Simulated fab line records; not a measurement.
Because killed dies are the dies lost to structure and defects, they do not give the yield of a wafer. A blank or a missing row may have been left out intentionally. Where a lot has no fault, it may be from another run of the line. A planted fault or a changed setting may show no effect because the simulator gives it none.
Which tool is to blame?	flow n5 finfet	36 wafers from 12 lots sampled at 2 of the route's 1938 steps

== WHAT THE GAUGES SHOWED, per wafer ==
N5_MIM_TOP_LITHO_OVL_MEAS_11. Usual: MIM_TOP_OVL 1 nm, standard deviation 6.1.
lot	measured	on	MIM_TOP_OVL (nm)	flag
L955	day 11 16:01	overlay-02	-1 -1 -7	
L957	day 12 23:38	overlay-01	7 1 -2	
L958	day 13 05:26	overlay-02	-6 -1 -11	
L960	day 14 04:02	overlay-01	-6 -2 10	
L963	day 14 09:03	overlay-01	0 0 -9	
L962	day 14 12:30	overlay-01	8 8 9	
L966	day 14 12:52	overlay-02	-5 5 -3	
L964	day 15 00:32	overlay-01	4 -3 1	
L968	day 15 05:10	overlay-01	-3 6 -6	
L967	day 15 11:49	overlay-01	3 -2 2	
L972	day 16 23:43	overlay-01	3 0 -3	
L973	day 17 07:15	overlay-02	-3 -6 6	

== TOOL THAT RAN EACH LOT (tool first, then ch and the chambers of the sampled wafers, then the start) ==
lot	N5_BEOL_M15_STRIP_62
L955	rie diel-02 ch 1,3, day 11 10:37
L957	rie diel-03 ch 0,1,3, day 12 18:28
L958	rie diel-03 ch 1,2,3, day 12 22:43
L960	rie diel-03 ch 0,2,3, day 13 20:44
L963	rie diel-03 ch 1,2, day 14 03:43
L962	rie diel-02 ch 1,2, day 14 06:34
L966	rie diel-02 ch 0,1,3, day 14 07:45
L964	rie diel-04 ch 0,1, day 14 16:31
L968	rie diel-04 ch 0,1,2, day 14 17:14
L967	rie diel-02 ch 0,2,3, day 15 04:50
L972	rie diel-04 ch 0,1,2, day 16 13:37
L973	rie diel-02 ch 1,2,3, day 17 01:53
- N5_BEOL_M15_STRIP_62: strips in O2.

== WHAT THE TOOLS THEMSELVES READ (means of the sampled wafers that have a number; where no wafer has one, the mark that the record gives instead) ==
N5_BEOL_M15_STRIP_62. Usual: drypump motor current A 5.8 A, standard deviation 0.4; oes product au 0.80 a.u., standard deviation 0.096; rf vpp V 3.6 V, standard deviation 0.45; showerhead plenum p Torr 2.09 Torr, standard deviation 0.081; throttle valve pct 16.63 %, standard deviation 0.25.
lot	tool	drypump motor current A (A)	oes product au (a.u.)	rf vpp V (V)	showerhead plenum p Torr (Torr)	throttle valve pct (%)	flag
L955	rie diel-02	5.9	0.88	3.3	2.02	16.51	
L957	rie diel-03	5.7	0.76	3.2	2.09	16.56	
L958	rie diel-03	5.7	0.73	3.8	2.08	16.67	
L960	rie diel-03	5.8	0.74	3.9	2.05	16.66	
L963	rie diel-03	5.8	0.74	3.8	2.05	16.60	
L962	rie diel-02	6.2	0.84	3.7	2.04	16.48	
L966	rie diel-02	5.6	0.82	3.5	2.05	16.61	
L964	rie diel-04	5.3	0.95	3.5	2.17	16.44	
L968	rie diel-04	5.5	0.88	3.9	2.14	16.50	
L967	rie diel-02	5.5	0.87	3.6	2.16	16.71	
L972	rie diel-04	5.5	0.84	3.2	2.14	16.53	
L973	rie diel-02	5.7	0.83	3.9	2.12	16.67	

== THE ANSWER, worked out from the rows above alone ==
Rule: a lot counts as off when the mean over its wafers that have a number is more than 3 standard deviations away from the usual mean. A lot without any number at a reading at which 4 lots or more have one is off too. All remaining lots with rows at the step are treated as sound. After the gauges, taken in route order, come the tools' own readings; for these a lot's mean is taken, as printed above. The first step at which some lot is off is used, and at that step the reading that is off furthest; a lot without a number counts as furthest.
None of the lots is off at any reading shown; this tells nothing.

== WHAT THE SIMULATOR HAD INSERTED ==
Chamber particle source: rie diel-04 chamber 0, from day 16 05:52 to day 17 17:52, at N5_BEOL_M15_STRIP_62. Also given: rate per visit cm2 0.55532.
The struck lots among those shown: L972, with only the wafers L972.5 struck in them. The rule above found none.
